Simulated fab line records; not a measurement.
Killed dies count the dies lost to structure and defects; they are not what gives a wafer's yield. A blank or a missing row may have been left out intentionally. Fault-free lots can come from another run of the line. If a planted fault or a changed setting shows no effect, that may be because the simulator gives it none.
fab line records -- flow n5_finfet
record lots=5, wafers=15, last_day=18
route steps=1938 shown HKMG_FIN@430 PASSIVATION@1936
lots that met no fault: from a run of the same line without faults
start_h: the number of hours between the record's first day and the start of the first shown wafer of the lot -- wait_h: hours since the lot's step before -- " identical to the entry in the row above -- L1.1+2: several wafers, shown together as one row -- - either no value or no given start -- * or withheld: withheld -- < > ~ a bound
route shown NAME@n: names a module that has steps shown in the file, with the first one's number in the route -- usual: the fault-free wafers' mean and standard deviation -- same: alike in all rows -- chamber/n: place in a boat -- sites: each site's reading -- _std_site: standard deviation of those values -- _edge_site: mean of outer sites minus mean of inner sites -- radius_mm: how far each site lies from the wafer's centre -- mask NAME#n: copy n -- behind: the tool/chamber that last shaped the wafer -- hold: cause of the lot's hold/its duration in hours/its outcome -- device: the n, p or np transistor that did not switch -- end of line: tests run on the same wafers once the route is complete -- a step without rows: its recipe alone -- killed: the dies lost at the first sort to structure and to defects; this is not the yield of the wafer -- map: dies across one wafer; x = killed, . = not, _ = none there
set.NAME: the setting the step ran with; set.NAME@STEP: the setting that earlier step ran with -- model.NAME: the simulator's own value behind a step, which no gauge read
lots seen at some steps along the route; tables by step, rows by wafer
services: a tool's chamber out of use, with start hour (start_h, from the record's first day; less than 0 if before it), hours out, and reason
## steps
# step N5_HKMG_FIN_CD_MEAS_12
# recipe target_cd_nm=92.8, landing_energy_ev=500, detector=se_inlens
# usual cd_nm=92.6/0.81
lot.wafer,tool,chamber,start_h,wait_h,cd_nm
L319.2,cd_sem-03,0,104.99,-,93.7
L319.3,cd_sem-03,0,104.99,-,93.3
L319.4,cd_sem-03,0,104.99,-,93.1
L321.1,cd_sem-03,0,121.01,-,91.6
L321.2,cd_sem-03,0,121.01,-,92.2
L321.5,cd_sem-03,0,121.01,-,92.9
L334.2,cd_sem-02,0,195.16,-,92.8
L334.4,cd_sem-02,0,195.16,-,91.6
L334.6,cd_sem-02,0,195.16,-,91.9
L336.1,cd_sem-03,0,206.60,-,92.2
L336.2,cd_sem-03,0,206.60,-,92.1
L336.4,cd_sem-03,0,206.60,-,92.5
L337.1,cd_sem-01,0,218.99,-,93.9
L337.4,cd_sem-01,0,218.99,-,91.6
L337.6,cd_sem-01,0,218.99,-,92.6
# step N5_HKMG_FIN_OVL_MEAS_13
# recipe points_per_wafer=44
# usual NWFM_OVL=0.4/0.77
lot.wafer,tool,chamber,start_h,wait_h,NWFM_OVL[nm]
L319.2,overlay-01,0,105.02,0.0,1.2
L319.3,overlay-01,0,105.02,0.0,0.3
L319.4,overlay-01,0,105.02,0.0,-0.4
L321.1,overlay-02,0,121.04,0.0,1.0
L321.2,overlay-02,0,121.04,0.0,0.7
L321.5,overlay-02,0,121.04,0.0,0.4
L334.2,overlay-01,0,195.19,0.0,-1.1
L334.4,overlay-01,0,195.19,0.0,-0.2
L334.6,overlay-01,0,195.19,0.0,0.1
L336.1,overlay-02,0,206.64,0.0,-0.2
L336.2,overlay-02,0,206.64,0.0,0.4
L336.4,overlay-02,0,206.64,0.0,0.5
L337.1,overlay-02,0,219.02,0.0,1.1
L337.4,overlay-02,0,219.02,0.0,0.5
L337.6,overlay-02,0,219.02,0.0,1.6
# step N5_HKMG_FIN_INSPECT_14
# recipe mode=adi, inspect_instrument=macro
# usual raw_defect_count=2.1/1.5
lot.wafer,tool,chamber,start_h,wait_h,raw_defect_count
L319.2,defect_inspect-01,-,105.04,0.0,5
L319.3,defect_inspect-01,-,105.04,0.0,1
L319.4,defect_inspect-01,-,105.04,0.0,3
L321.1,defect_inspect-02,-,121.07,0.0,2
L321.2,defect_inspect-02,-,121.07,0.0,2
L321.5,defect_inspect-02,-,121.07,0.0,1
L334.2,defect_inspect-02,-,195.22,0.0,5
L334.4,defect_inspect-02,-,195.22,0.0,1
L334.6,defect_inspect-02,-,195.22,0.0,2
L336.1,defect_inspect-02,-,206.66,0.0,0
L336.2,defect_inspect-02,-,206.66,0.0,4
L336.4,defect_inspect-02,-,206.66,0.0,1
L337.1,defect_inspect-02,-,219.04,0.0,1
L337.4,defect_inspect-02,-,219.04,0.0,3
L337.6,defect_inspect-02,-,219.04,0.0,0
# step N5_HKMG_FIN_DESCUM_17
# recipe chemistry=O2, time_s=7.9, source_power_w=50, bias_power_w=20, pressure_mtorr=20, rf_frequency_hz=2.712e+07, temp_c=40, resist=CAR-ArF, o2_flow_sccm=225
# usual bias_power_w=20.00/0.055, drypump_motor_current_A=5.7/0.41, oes_product_au=0.78/0.049, rf_vpp_V=242.9/1.2, showerhead_plenum_p_Torr=2.08/0.061, throttle_valve_pct=20.42/0.19
lot.wafer,tool,chamber,start_h,wait_h,bias_power_w,drypump_motor_current_A,oes_product_au,rf_hours_counter_h,rf_vpp_V,showerhead_plenum_p_Torr,throttle_valve_pct
L319.2,rie_diel-04,1,105.25,0.2,19.99,5.8,0.81,108,244.0,2.14,20.53
L319.3,rie_diel-04,0,105.25,0.2,19.97,5.6,0.72,217,242.3,2.00,20.45
L319.4,rie_diel-04,1,105.25,0.2,20.02,5.8,0.81,-,244.3,2.14,20.52
L321.1,rie_diel-04,3,121.10,0.0,19.96,5.6,0.72,178,245.3,2.17,20.36
L321.2,rie_diel-04,1,121.10,0.0,19.99,5.8,0.81,114,243.6,2.14,20.52
L321.5,rie_diel-04,0,121.10,0.0,19.99,5.5,0.71,-,241.5,2.00,20.46
L334.2,rie_diel-01,3,195.25,0.0,20.06,5.4,0.75,136,240.6,2.02,20.65
L334.4,rie_diel-01,2,195.25,0.0,19.90,5.6,0.80,96,244.0,2.12,20.31
L334.6,rie_diel-01,1,195.25,0.0,20.04,5.8,0.78,-,242.0,2.03,20.18
L336.1,rie_diel-02,2,206.69,0.0,20.05,5.8,0.77,108,244.4,2.16,20.15
L336.2,rie_diel-02,3,206.69,0.0,20.06,4.9,0.84,55,242.5,2.16,20.68
L336.4,rie_diel-02,0,206.69,0.0,19.97,6.2,0.78,132,242.1,1.99,20.31
L337.1,rie_diel-01,0,219.25,0.2,19.99,6.2,0.74,140,240.7,2.03,20.68
L337.4,rie_diel-01,2,219.25,0.2,20.03,5.6,0.78,103,242.9,2.11,20.31
L337.6,rie_diel-01,0,219.25,0.2,20.05,6.3,0.74,-,241.7,2.03,20.67
# step N5_HKMG_FIN_ETCH_31
# recipe chemistry=CF4, target=SiARC, target_depth_a=455, mask_material=CAR-ArF, time_s=75.8, ion_energy_ev=80, pressure_mtorr=40, source_w=545, bias_w=36, Ar_flow_sccm=100, cf4_flow_sccm=100, ends=cleared
# step N5_HKMG_FIN_ETCH_32
# recipe chemistry=N2/H2, target=SOC, target_depth_a=2400, temp_c=40, time_s=300, ion_energy_ev=200, mask_material=SiARC, pressure_mtorr=30, source_w=840, bias_w=150, n2_flow_sccm=200, h2_flow_sccm=200
# usual bias_w=150.0/0.42, drypump_motor_current_A=5.7/0.41, oes_product_au=0.79/0.047, rf_vpp_V=523.3/2.3, showerhead_plenum_p_Torr=2.52/0.088, throttle_valve_pct=17.83/0.23
lot.wafer,tool,chamber,start_h,wait_h,bias_w,drypump_motor_current_A,oes_product_au,rf_hours_counter_h,rf_vpp_V,showerhead_plenum_p_Torr,throttle_valve_pct
L319.2,rie_diel-04,1,105.34,0.0,150.1,5.8,0.78,108,524.3,2.56,17.70
L319.3,rie_diel-04,0,105.34,0.0,149.8,5.5,0.73,217,520.6,2.43,18.01
L319.4,rie_diel-04,1,105.34,0.0,150.8,5.8,0.79,-,524.2,2.56,17.70
L321.1,rie_diel-04,3,121.19,0.0,149.9,5.7,0.72,178,525.2,2.63,17.89
L321.2,rie_diel-04,1,121.19,0.0,149.9,5.8,0.79,114,524.1,2.56,17.71
L321.5,rie_diel-04,0,121.19,0.0,149.4,5.6,0.73,-,520.6,2.43,18.00
L334.2,rie_diel-01,3,195.34,0.0,150.0,5.4,0.75,136,520.8,2.46,18.15
L334.4,rie_diel-01,2,195.34,0.0,150.1,5.7,0.80,96,524.0,2.57,17.68
L334.6,rie_diel-01,1,195.34,0.0,150.4,5.7,0.79,-,520.5,2.43,17.44
L336.1,rie_diel-02,2,206.78,0.0,149.9,5.8,0.75,109,528.6,2.69,17.97
L336.2,rie_diel-02,3,206.78,0.0,149.2,4.9,0.84,55,524.9,2.62,18.03
L336.4,rie_diel-02,0,206.78,0.0,150.0,6.1,0.80,132,520.1,2.43,17.83
L337.1,rie_diel-01,0,219.34,0.0,150.2,6.2,0.75,140,522.0,2.42,17.82
L337.4,rie_diel-01,2,219.34,0.0,149.8,5.6,0.78,103,524.7,2.56,17.70
L337.6,rie_diel-01,0,219.34,0.0,149.6,6.2,0.75,-,523.1,2.42,17.85
# step N5_HKMG_FIN_STRIP_33
# recipe chemistry=N2/H2, temp_c=40, n2_flow_sccm=200, h2_flow_sccm=200, rf_frequency_hz=6e+07
# step N5_HKMG_FIN_STRIP_34
# recipe chemistry=CF4, resist=SiARC, power_w=300, bias_power_w=75, pressure_mtorr=50, cf4_flow_sccm=150, rf_frequency_hz=6e+07
# usual bias_power_w=75.00/0.25, cf4_flow_sccm=150.0/0.46, drypump_motor_current_A=5.7/0.41, oes_product_au=0.78/0.045, power_w=300.1/0.9, rf_vpp_V=270.8/1.5, showerhead_plenum_p_Torr=1.78/0.052, throttle_valve_pct=13.56/0.17
lot.wafer,tool,chamber,start_h,wait_h,bias_power_w,cf4_flow_sccm,drypump_motor_current_A,oes_product_au,power_w,rf_hours_counter_h,rf_vpp_V,showerhead_plenum_p_Torr,throttle_valve_pct
L319.2,rie_diel-04,1,105.53,0.0,75.16,149.6,5.8,0.80,301.8,108,270.1,1.81,13.44
L319.3,rie_diel-04,0,105.53,0.0,75.26,150.0,5.6,0.70,299.3,217,268.1,1.70,13.57
L319.4,rie_diel-04,1,105.53,0.0,74.74,150.0,5.8,0.79,301.2,-,272.3,1.80,13.44
L321.1,rie_diel-04,3,121.38,0.0,75.17,149.5,5.6,0.73,300.3,178,272.1,1.88,13.71
L321.2,rie_diel-04,1,121.38,0.0,74.86,149.5,5.8,0.79,300.4,115,273.0,1.80,13.44
L321.5,rie_diel-04,0,121.38,0.0,75.12,150.1,5.6,0.69,299.8,-,270.8,1.69,13.61
L334.2,rie_diel-01,3,195.53,0.0,75.15,150.3,5.4,0.74,301.1,136,270.3,1.74,13.79
L334.4,rie_diel-01,2,195.53,0.0,75.14,149.2,5.6,0.78,300.1,96,271.4,1.80,13.44
L334.6,rie_diel-01,1,195.53,0.0,74.48,149.4,5.8,0.79,299.6,-,267.5,1.74,13.41
L336.1,rie_diel-02,2,206.97,0.0,74.52,150.1,5.8,0.79,300.0,109,273.0,1.89,13.51
L336.2,rie_diel-02,3,206.97,0.0,75.03,150.2,4.9,0.83,301.5,55,272.2,1.81,13.51
L336.4,rie_diel-02,0,206.97,0.0,75.25,149.9,6.1,0.77,298.8,132,271.0,1.73,13.65
L337.1,rie_diel-01,0,219.53,0.0,75.62,149.8,6.2,0.74,299.3,140,269.4,1.74,13.81
L337.4,rie_diel-01,2,219.53,0.0,75.06,150.0,5.6,0.78,300.3,103,272.5,1.80,13.45
L337.6,rie_diel-01,0,219.53,0.0,75.16,149.9,6.3,0.75,300.2,-,270.0,1.74,13.81
# step N5_HKMG_FIN_ETCH_35
# recipe chemistry=N2/H2, target=SOC, target_depth_a=2158, ion_energy_ev=65, bias_w=5, source_w=3000, time_s=243.4, pressure_mtorr=30, n2_flow_sccm=200, h2_flow_sccm=200
# usual bias_w=5.001/0.016, drypump_motor_current_A=5.7/0.41, oes_product_au=0.79/0.047, rf_vpp_V=141.4/0.97, showerhead_plenum_p_Torr=2.52/0.088, throttle_valve_pct=17.84/0.23
lot.wafer,tool,chamber,start_h,wait_h,bias_w,drypump_motor_current_A,oes_product_au,rf_hours_counter_h,rf_vpp_V,showerhead_plenum_p_Torr,throttle_valve_pct
L319.2,rie_diel-04,1,105.55,0.0,5.004,5.8,0.80,108,141.4,2.56,17.71
L319.3,rie_diel-04,0,105.55,0.0,5.031,5.5,0.73,217,140.9,2.43,18.00
L319.4,rie_diel-04,1,105.55,0.0,4.985,5.8,0.80,-,142.5,2.56,17.71
L321.1,rie_diel-04,3,121.40,0.0,4.959,5.6,0.73,178,142.6,2.63,17.88
L321.2,rie_diel-04,1,121.40,0.0,5.005,5.8,0.80,115,143.1,2.56,17.70
L321.5,rie_diel-04,0,121.40,0.0,4.997,5.5,0.73,-,140.4,2.43,18.04
L334.2,rie_diel-01,3,195.55,0.0,5.016,5.5,0.76,136,140.4,2.46,18.15
L334.4,rie_diel-01,2,195.55,0.0,5.005,5.6,0.79,96,140.6,2.57,17.68
L334.6,rie_diel-01,1,195.55,0.0,4.970,5.8,0.78,-,142.1,2.43,17.46
L336.1,rie_diel-02,2,206.99,0.0,4.988,5.8,0.75,109,142.5,2.69,18.00
L336.2,rie_diel-02,3,206.99,0.0,5.000,4.9,0.86,55,142.7,2.62,18.03
L336.4,rie_diel-02,0,206.99,0.0,4.998,6.2,0.78,132,139.3,2.43,17.84
L337.1,rie_diel-01,0,219.55,0.0,5.001,6.2,0.75,140,140.8,2.42,17.84
L337.4,rie_diel-01,2,219.55,0.0,4.993,5.7,0.78,103,143.4,2.56,17.72
L337.6,rie_diel-01,0,219.55,0.0,4.979,6.2,0.76,-,141.3,2.42,17.84
# step N5_HKMG_FIN_STRIP_92
# recipe chemistry=N2/H2, material=SOC, time_s=20, power_w=500, temp_c=40, pressure_mtorr=50, rf_frequency_hz=6e+07, bias_power_w=8, h2_frac=0.5, n2_flow_sccm=300, h2_flow_sccm=300
# usual bias_power_w=8.003/0.025, drypump_motor_current_A=5.7/0.41, oes_product_au=0.79/0.049, power_w=500.0/1.7, rf_vpp_V=54.1/0.84, showerhead_plenum_p_Torr=3.33/0.11, throttle_valve_pct=19.1/0.35
lot.wafer,tool,chamber,start_h,wait_h,bias_power_w,drypump_motor_current_A,oes_product_au,power_w,rf_hours_counter_h,rf_vpp_V,showerhead_plenum_p_Torr,throttle_valve_pct
L319.2,rie_diel-04,1,105.70,0.1,7.990,5.8,0.78,500.5,108,54.4,3.38,18.8
L319.3,rie_diel-04,0,105.70,0.1,8.032,5.6,0.73,499.8,217,54.4,3.22,19.5
L319.4,rie_diel-04,1,105.70,0.1,8.005,5.8,0.78,499.0,-,54.7,3.38,18.8
L321.1,rie_diel-04,3,121.55,0.1,8.032,5.7,0.73,499.3,178,53.2,3.48,19.5
L321.2,rie_diel-04,1,121.55,0.1,7.982,5.8,0.78,499.7,115,55.0,3.38,18.8
L321.5,rie_diel-04,0,121.55,0.1,7.996,5.6,0.72,497.1,-,54.7,3.21,19.5
L334.2,rie_diel-01,3,195.70,0.1,7.984,5.5,0.74,499.2,136,54.8,3.26,19.4
L334.4,rie_diel-01,2,195.70,0.1,7.976,5.6,0.80,503.2,96,53.5,3.39,18.8
L334.6,rie_diel-01,1,195.70,0.1,8.012,5.8,0.78,497.2,-,54.8,3.22,18.6
L336.1,rie_diel-02,2,207.14,0.1,8.033,5.8,0.75,503.8,109,55.2,3.55,19.4
L336.2,rie_diel-02,3,207.14,0.1,8.024,4.9,0.85,500.1,55,54.9,3.45,19.1
L336.4,rie_diel-02,0,207.14,0.1,8.002,6.2,0.76,500.6,132,55.1,3.21,19.2
L337.1,rie_diel-01,0,219.70,0.1,8.012,6.3,0.77,499.0,140,54.2,3.20,18.9
L337.4,rie_diel-01,2,219.70,0.1,8.030,5.6,0.79,501.5,103,54.4,3.39,18.8
L337.6,rie_diel-01,0,219.70,0.1,8.022,6.3,0.77,500.5,-,54.6,3.20,18.9
# step N5_HKMG_FIN_WET_ETCH_18
# recipe chemistry=SC1, target=TiN, mix=1:1:5, temp_c=*, time_s=55, target_depth_nm=5.2, dry=ipa_marangoni, rinse_time_s=30, rinse_temp_c=23
# step N5_HKMG_FIN_STRIP_19
# recipe chemistry=N2/H2, power_w=2500, temp_c=300, h2_frac=0.65, time_s=360, pressure_mtorr=withheld, n2_flow_sccm=1750, h2_flow_sccm=3250
# step N5_HKMG_FIN_ALD_91
# recipe material=TiN, target_thk_a=10, temp_c=400, ald_precursor_family=TiCl4, ald_co_reactant=NH3, pulse_time_s=1, purge_time_s=3, co_reactant_purge_time_s=2, co_reactant_pulse_time_s=2, ald_cycles=47, pressure_torr=3
# usual ald_cycles=47/0, heater_power_w=884/100, precursor_pulse_height_rel=0.998/0.021
lot.wafer,tool,chamber,start_h,wait_h,ald_cycles,heater_power_w,precursor_pulse_height_rel,since_wet_clean_h
L319.2,ald_metal-04,1,106.23,0.3,47,948,1.014,2846
L319.3,ald_metal-04,3,106.23,0.3,47,730,0.980,2846
L319.4,ald_metal-04,0,106.23,0.3,47,924,1.019,2846
L321.1,ald_metal-02,1,122.08,0.3,47,941,0.997,5939
L321.2,ald_metal-02,0,122.08,0.3,47,842,1.018,5939
L321.5,ald_metal-02,1,122.08,0.3,47,975,0.975,-
L334.2,ald_metal-04,0,196.23,0.3,47,955,0.982,2936
L334.4,ald_metal-04,2,196.23,0.3,39,1073,0.982,2936
L334.6,ald_metal-04,3,196.23,0.3,47,736,0.973,-
L336.1,ald_metal-02,0,207.67,0.3,47,833,0.987,6024
L336.2,ald_metal-02,3,207.67,0.3,47,768,1.015,6024
L336.4,ald_metal-02,1,207.67,0.3,47,963,0.973,6024
L337.1,ald_metal-03,1,220.23,0.3,47,858,1.006,4499
L337.4,ald_metal-03,2,220.23,0.3,47,796,1.005,4499
L337.6,ald_metal-03,3,220.23,0.3,47,927,1.022,-
# step N5_HKMG_FIN_COAT_85
# recipe resist=SOC, temp_c=250, time_s=60, spin_rpm=1500, resist_thk_nm=300
# step N5_PASSIVATION_PROBE_49
# usual killed_at_M0_to_M3=34/11, killed_at_M4_up=14/5.6, killed_at_contacts=13/5.9, killed_at_front_end=40/11, killed_at_other=4/3.1, killed_dies=105/16, killed_open=68/11, killed_short=34/8.4
# same gross_dies=1180, killed_at_back_side=0
lot.wafer,tool,chamber,start_h,wait_h,killed_at_M0_to_M3,killed_at_M4_up,killed_at_contacts,killed_at_front_end,killed_at_other,killed_dies,killed_open,killed_short
L319.2,prober-01,-,325.17,0.1,25,7,14,63,1,110,76,33
L319.3,prober-01,-,325.22,0.1,24,10,5,50,7,96,61,33
L319.4,prober-01,-,325.27,0.2,26,13,10,45,2,96,60,31
# killed by level:class
L319.2 FIN_SAQP:geometric_particle:open=19 STI_FIN_REVEAL:geometric_particle:open=13 BEOL_M2:geometric_particle:open=12 FIN_SAQP:geometric_particle:short=10 MOL_CONTACT_COAG:geometric_particle:open=10 BEOL_M3:geometric_particle:open=6 DUMMY_GATE:geometric_particle:open=5 MOL_CONTACT_COAG:geometric_particle:short=4
L319.3 FIN_SAQP:geometric_particle:open=14 GATE_CUT:geometric_particle:short=9 FIN_SAQP:geometric_particle:short=8 BEOL_M0_SAQP:geometric_particle:open=7 BEOL_M4:geometric_particle:open=6 STI_FIN_REVEAL:geometric_particle:open=5 MOL_CONTACT_COAG:geometric_particle:open=4 BEOL_M1:geometric_particle:open=4
L319.4 MOL_CONTACT_COAG:geometric_particle:open=10 BEOL_M2:geometric_particle:open=9 FIN_SAQP:geometric_particle:short=8 STI_FIN_REVEAL:geometric_particle:open=7 BEOL_M4:geometric_particle:open=7 STARTING-WAFER:geometric_particle:short=6 BEOL_M0_SAQP:geometric_particle:open=5 HKMG_FIN:area_etch=5
## services
tool,chamber,start_h,hours,kind
rie_diel-04,3,85.35,15.4,repair
rie_diel-01,3,89.17,31.4,repair
ald_metal-03,-,96.98,0.6,repair
rie_diel-04,2,100.77,-,clean
rie_diel-04,2,100.77,-,consumable_replace:focus_ring
rie_diel-04,2,100.77,24.5,scheduled_down
rie_diel-04,2,100.77,24.5,vent_cycle
rie_diel-01,-,116.22,0.3,repair
rie_diel-04,-,134.04,2.8,pm
rie_diel-02,2,180.71,1.5,repair
rie_diel-02,3,182.82,5.4,repair
rie_diel-04,0,204.10,-,clean
rie_diel-04,0,204.10,-,consumable_replace:focus_ring
rie_diel-04,0,204.10,-,consumable_replace:showerhead
rie_diel-04,0,204.10,12.5,scheduled_down
rie_diel-04,0,204.10,12.5,vent_cycle
ald_metal-04,-,205.36,2.8,pm
rie_diel-01,-,205.96,2.7,repair
rie_diel-04,1,218.53,47.5,repair
## key
first_sign step=N5_HKMG_FIN_ALD_91, reading=ald_cycles, direction=down, sigmas=99+, usual=*, struck=*
effect none on later readings
met_at N5_HKMG_FIN_ALD_91
struck_wafers L334.4
tester_left_out L334
fault kind=process_parameter_drift, tool=ald_metal-04, chamber=2, onset_h=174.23, steps=N5_HKMG_FIN_ALD_91, channel=ald_cycles, offset=*, shape=step, end_h=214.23, acts_in=*, stated=*
# tester_left_out: of these lots the tester's yield and bins aren't shown, on N5 and GAA mostly nor the transistor test; their killed dies are dies lost to structure and defects alone, not to doping, threshold or leakage, so they don't give the yield
